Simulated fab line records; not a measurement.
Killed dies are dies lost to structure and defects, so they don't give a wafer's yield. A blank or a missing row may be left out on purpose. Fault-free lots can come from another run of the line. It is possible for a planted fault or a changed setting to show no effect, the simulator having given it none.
Matching of chambers ; flow n5Finfet ; N5_BEOL_M9_STRIP_36 on rieDiel-04: 4 sister chambers
The step strips in N2/H2. 16 wafers are shown with their chamber, then 8 later ones without.

== WAFERS WITH THEIR CHAMBER ==
wafer;chamber;drypumpMotorCurrentA (A);showerheadPlenumPTorr (Torr);throttleValvePct (%)
L074.1;1;6.5;2.55;23.1
L074.3;2;6.1;2.63;24.5
L074.5;2;6.2;2.63;24.5
L076.1;3;5.3;2.64;23.7
L076.3;2;6.1;2.63;24.6
L076.6;3;5.3;2.64;23.7
L084.1;1;6.5;2.54;23.1
L084.3;0;5.6;2.49;23.9
L084.4;1;6.5;2.54;23.1
L089.2;2;6.1;2.63;24.0
L089.4;0;5.6;2.48;23.9
L089.6;2;6.1;2.63;24.0
L090.1;0;5.6;2.48;23.9
L090.5;2;6.1;2.62;24.0
L090.6;1;6.5;2.53;23.1
L093.3;2;6.1;2.62;24.0

SIGNATURES (means of the wafers above)
reading;chamber 0;chamber 1;chamber 2;chamber 3;scatter within a chamber
drypumpMotorCurrentA;5.600;6.500;6.114;5.300;0.0267
showerheadPlenumPTorr;2.4833;2.5400;2.6271;2.6400;0.00584
throttleValvePct;23.900;23.100;24.229;23.700;0.203
Rule: for each reading, subtract the chamber's mean from the wafer's reading, divide by that reading's scatter and square the result; add these up over the readings and take the root, which gives the wafer's distance from the chamber. If the next closest chamber is less than 2 further off than the closest, the wafer can't be placed; otherwise it belongs to the closest. The scatter: the root of (the sum of the squares of (reading less its chamber's mean) over the shown wafers, divided by (wafers less chambers)).

== WAFERS MISSING THEIR CHAMBER ==
wafer;drypumpMotorCurrentA (A);showerheadPlenumPTorr (Torr);throttleValvePct (%)
L093.4;5.3;2.63;23.8
L093.5;6.5;2.53;23.1
L097.1;5.6;2.47;23.9
L097.4;6.5;2.53;23.2
L097.5;6.1;2.62;24.0
L096.1;6.5;2.53;23.2
L096.2;5.6;2.47;23.9
L096.3;6.1;2.62;24.0

== CHAMBER TAKEN BY EACH ==
wafer;from the rows above;in truth
L093.4;3;3
L093.5;1;1
L097.1;0;0
L097.4;1;1
L097.5;2;2
L096.1;1;1
L096.2;0;0
L096.3;2;2
Correct placement for 8 of the 8. Number that these rows cannot place: 0. 0 placed wrongly.
